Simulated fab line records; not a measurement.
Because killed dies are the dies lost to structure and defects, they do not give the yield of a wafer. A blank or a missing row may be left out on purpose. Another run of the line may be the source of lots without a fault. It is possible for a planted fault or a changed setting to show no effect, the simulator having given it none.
Lot-split experiment | flow n5 finfet | 7 lots, 21 wafers read, on a route of 1938 steps

## THE SPLIT ITSELF
At N5_SD_ACTIVATION_LSA_01 (time 0.0008 s), the setting temp c was moved away from the recipe's 1080 C on 6 of the 21 wafers read, by -2.7% to +3.1%. For the rest of the wafers, this setting stayed at what the recipe calls for.

Split to reading: the file shows no intervening step.

## THE READING
RS_SD_N (ohm/sq), read at N5_SD_ACTIVATION_RS_MEAS_03 with a four-point probe. A value of 22.0 ohm/sq with a standard deviation of 0.3 ohm/sq is what fault-free wafers of this fab line usually give.

wafer  | tool, chamber at the split | temp c as run, C | against the recipe | RS_SD_N, ohm/sq | against lot-mates on the recipe
L074.1 | laser anneal-02, 0         | 1080             | recipe             | 21.8            | -
L074.2 | laser anneal-02, 0         | 1080             | recipe             | 21.6            | -
L074.3 | laser anneal-02, 0         | 1080             | recipe             | 21.8            | -
L079.3 | laser anneal-02, 0         | 1051             | -2.7%              | 24.5            | +2.7
L079.5 | laser anneal-02, 0         | 1080             | recipe             | 21.9            | -
L079.6 | laser anneal-02, 0         | 1080             | recipe             | 21.7            | -
L084.1 | laser anneal-01, 0         | 1080             | recipe             | 22.1            | -
L084.2 | laser anneal-01, 0         | 1080             | recipe             | 22.2            | -
L084.5 | laser anneal-01, 0         | 1114             | +3.1%              | 18.9            | -3.2
L087.3 | laser anneal-02, 0         | 1080             | recipe             | 21.9            | -
L087.5 | laser anneal-02, 0         | 1080             | recipe             | 21.8            | -
L087.6 | laser anneal-02, 0         | 1114             | +3.1%              | 18.7            | -3.2
L088.1 | laser anneal-01, 0         | 1080             | recipe             | 22.1            | -
L088.2 | laser anneal-01, 0         | 1080             | recipe             | 21.9            | -
L088.3 | laser anneal-01, 0         | 1090             | +0.9%              | 21.0            | -1.0
L092.4 | laser anneal-02, 0         | 1080             | recipe             | 22.6            | -
L092.5 | laser anneal-02, 0         | 1114             | +3.1%              | 18.9            | -3.7
L092.6 | laser anneal-02, 0         | 1114             | +3.1%              | 18.7            | -3.9
L095.2 | laser anneal-02, 0         | 1080             | recipe             | 21.7            | -
L095.3 | laser anneal-02, 0         | 1080             | recipe             | 21.8            | -
L095.6 | laser anneal-02, 0         | 1080             | recipe             | 22.1            | -

FIT RESULTS
A straight line over all 21 wafers: RS_SD_N changes by -0.987 ohm/sq for each +1% of temp c; r = -0.99; the points scatter about the line by 0.22 ohm/sq.
The same after taking each lot's own level away (the mean of its wafers on the recipe; 21 wafers): -1.09 ohm/sq for each +1%; r = -0.99; scatter 0.18 ohm/sq.
That fit puts the effect of the largest move of temp c on the reading at 3.4 ohm/sq.
From 21.73 to 22.60 ohm/sq: that is the span of the lots' own levels, equal to 2.9 times the standard deviation above.
The two slopes are in agreement: the lot-to-lot level therefore moves the slope only a little.
Check: with one of the wafers moved furthest among these (+3.1%) left out of the fit, the line predicts -3.51 ohm/sq for it against its lot-mates. It came out at -3.25 ohm/sq against them.
Tool readings at the split's step, against how far the setting was moved: wafer_temp_C_max r = +1.00.

## OTHER SPLITS ON THESE WAFERS
Before the reading, these wafers also passed through other splits. Each is held against what the fit with the lots' levels taken away leaves over:
other split on the same wafers | wafers away from the commonest value | r with RS_SD_N (lot level and that fit taken away)
N5_WELL_APT_COAT_02 spin rpm   | 9                                    | -0.36
N5_WELL_APT_DESCUM_13 time s   | 6                                    | +0.32
N5_FIN_SAQP_COAT_68 spin rpm   | 8                                    | -0.31
N5_DUMMY_GATE_HM_DEP_06 time s | 15                                   | -0.21
N5_DUMMY_GATE_COAT_28 spin rpm | 5                                    | -0.05
N5_SD_EPI_N_EXPOSE_06 dose mj  | 9                                    | -0.30
N5_SD_EPI_P_EPI_21 temp c      | 4                                    | +0.30

## THE WHOLE CHAIN: every reading that the file lists as answering this split, in the file's order
step                        | what it does                 | reading          | change (the file's fit)              | r (the file's)
N5_SD_ACTIVATION_LSA_01     | time 0.0008 s                | wafer_temp_C_max | withheld for each +1% of the setting | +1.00
N5_SD_ACTIVATION_RS_MEAS_03 | measures by four-point-probe | RS_SD_N          | -1.07 for each +1% of the setting    | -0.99

## THE FILE'S OWN FIT
RS_SD_N changes by -1.07 ohm/sq for each +1% of temp c, r = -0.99.
